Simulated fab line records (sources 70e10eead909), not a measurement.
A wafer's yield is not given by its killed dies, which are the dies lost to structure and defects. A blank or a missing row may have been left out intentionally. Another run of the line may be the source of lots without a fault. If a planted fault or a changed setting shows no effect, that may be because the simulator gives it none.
Matching of chambers || flow nandHarc || NHARC_A_STAIRCASE_TRIM_220 on rieDiel-11: 4 sister chambers
The step chemistry O2, time 211.2 s. 4 wafers are shown with their chamber, then 8 later ones without.

## WAFERS WITH THEIR CHAMBER
{"wafer": "L077.2", "chamber": 0, "showerheadPlenumPTorr (Torr)": 3.28}
{"wafer": "L077.4", "chamber": 1, "showerheadPlenumPTorr (Torr)": 3.41}
{"wafer": "L090.2", "chamber": 3, "showerheadPlenumPTorr (Torr)": 3.73}
{"wafer": "L092.1", "chamber": 2, "showerheadPlenumPTorr (Torr)": 3.70}

## WAFERS WITHOUT THEIR CHAMBER
{"wafer": "L092.2", "showerheadPlenumPTorr (Torr)": 3.38}
{"wafer": "L092.6", "showerheadPlenumPTorr (Torr)": 3.38}
{"wafer": "L093.2", "showerheadPlenumPTorr (Torr)": 3.72}
{"wafer": "L093.3", "showerheadPlenumPTorr (Torr)": 3.69}
{"wafer": "L093.4", "showerheadPlenumPTorr (Torr)": 3.69}
{"wafer": "L097.2", "showerheadPlenumPTorr (Torr)": 3.69}
{"wafer": "L097.5", "showerheadPlenumPTorr (Torr)": 3.71}
{"wafer": "L097.6", "showerheadPlenumPTorr (Torr)": 3.69}

## WHICH CHAMBER EACH WENT THROUGH
{"wafer": "L092.2", "from the rows above": 1, "in truth": 1}
{"wafer": "L092.6", "from the rows above": 1, "in truth": 1}
{"wafer": "L093.2", "from the rows above": "can't be placed: 3 or 2", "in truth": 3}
{"wafer": "L093.3", "from the rows above": "can't be placed: 2 or 3", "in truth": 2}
{"wafer": "L093.4", "from the rows above": "can't be placed: 2 or 3", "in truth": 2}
{"wafer": "L097.2", "from the rows above": "can't be placed: 2 or 3", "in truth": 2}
{"wafer": "L097.5", "from the rows above": "can't be placed: 2 or 3", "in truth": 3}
{"wafer": "L097.6", "from the rows above": "can't be placed: 2 or 3", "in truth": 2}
2 of 8 placed correctly. Can't be placed from these rows: 6 (the true chamber is among the candidates in 6). Placed wrongly: 0.
How it was worked out, from the rows above alone: a wafer's distance from a chamber is the root of the sum, over the readings, of the square of ((its reading less the chamber's mean) divided by the reading's scatter). If the next closest chamber is less than 2 further off than the closest, the wafer can't be placed; otherwise it belongs to the closest. Each chamber's mean is taken over the wafers shown for it. The scatter (one wafer shown for each chamber): square how far every hidden wafer sits from the nearest shown wafer, average those squares and take the square root.
